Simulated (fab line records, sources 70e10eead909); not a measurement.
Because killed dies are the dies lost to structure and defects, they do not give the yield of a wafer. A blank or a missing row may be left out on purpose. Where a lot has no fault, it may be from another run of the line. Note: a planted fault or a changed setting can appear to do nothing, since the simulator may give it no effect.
Code-filled problem report in 8D (eight disciplines) form :: flow nand-harc :: the parts of the form that need people (team, actions taken, sign-off) are left out

1. THE ISSUE
killed-at-array at NHARC_END_SORT_01 reads a mean of 647 on 1 wafer of 1 lot; wafers without a fault read 28 with a standard deviation of 11. That puts it +56 standard deviations away from the usual mean.
First seen on wafer L103.3, day 21 20:02, on prober-01. The record holds 3 wafers of 1 lot with a number at this step. Rule for "out", or "out of limits": more than 4 standard deviations from the usual mean. The rest of the wafers with a number are treated as sound.

2. WHAT IT IS, WHAT IT ISN'T
question: which readings at this step
is: killed-at-array, killed-dies
is not: killed-at-other, killed-at-periphery, killed-open, killed-short

question: which lots
is: L103
is not: -

question: which wafers of those lots
is: L103.3
is not: L103.1, L103.2

question: read on which gauges
is: prober-01
is not: -

question: when
is: from day 21 20:02
is not: up to then (2 sound wafers)

3. SUSPECTS, AND WHAT RULES EACH OUT
Counting: any tool at a process step up to the reading remains a suspect provided it ran every lot that is out. Sound lots after the first of them don't rule it out here, since some wafers of a struck lot are sound.
- the gauge at NHARC_END_SORT_01: kept. All the wafers that are out were read on prober-01, and no step on other tools shows them out.
- acl-dep-02 at NHARC_A_CONTACT_DEP_84 (deposits aC, target thk 2000 nm): kept. It ran the lot that is out, L103 (day 19 09:12).
- cmp-01 at NHARC_THIN_TSV_CMP_01 (polishes): kept. It ran the lot that is out, L103 (day 21 01:47).
- pvd-sputter-02 at NHARC_THIN_TSV_PRE_CLEAN_54 (time 30 s): kept. It ran the lot that is out, L103 (day 21 07:59).
Left after counting: acl-dep-02 at NHARC_A_CONTACT_DEP_84, cmp-01 at NHARC_THIN_TSV_CMP_01, pvd-sputter-02 at NHARC_THIN_TSV_PRE_CLEAN_54, prober-01 at NHARC_END_SORT_01.

4. THE CAUSE (what the simulator had put in)
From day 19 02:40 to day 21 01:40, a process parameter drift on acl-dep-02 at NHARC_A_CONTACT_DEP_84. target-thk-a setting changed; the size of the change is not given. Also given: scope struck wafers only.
After counting, 4 suspects remain, this tool included.

5. SEQUENCE OF EFFECTS, ordered by route
Each row: a reading where the mean over the struck wafers with a number is more than 3 standard deviations away from the usual. Only readings whose record carries a usual standard deviation are examined. hours: median over the lots of the time between each lot's start at the first step of this table that gives one and its start at this step. sigmas: the change, counted in usual standard deviations.
hours: 0
step: NHARC_END_SORT_01
reading: killed-at-array
usual: 28
on struck wafers: 647
change: +619
sigmas: +56

hours: 0
step: NHARC_END_SORT_01
reading: killed-dies
usual: 32
on struck wafers: 649
change: +617
sigmas: +51

6. WHAT WOULD HAVE CAUGHT IT SOONER
The first out-of-limits reading at a measuring or inspecting step in this record came at day 21 20:02, 65 hours after the fault's start at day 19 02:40.
Tool readings at NHARC_A_CONTACT_DEP_84 with a usual standard deviation given in the record: none out on any struck wafer, hence no alarm at a limit of 4 standard deviations on them.
By day 21 20:02 the whole set of lots that are out, 1 in number, had already begun NHARC_A_CONTACT_DEP_84 on acl-dep-02. Tool hold at that time: it would have spared none of them.
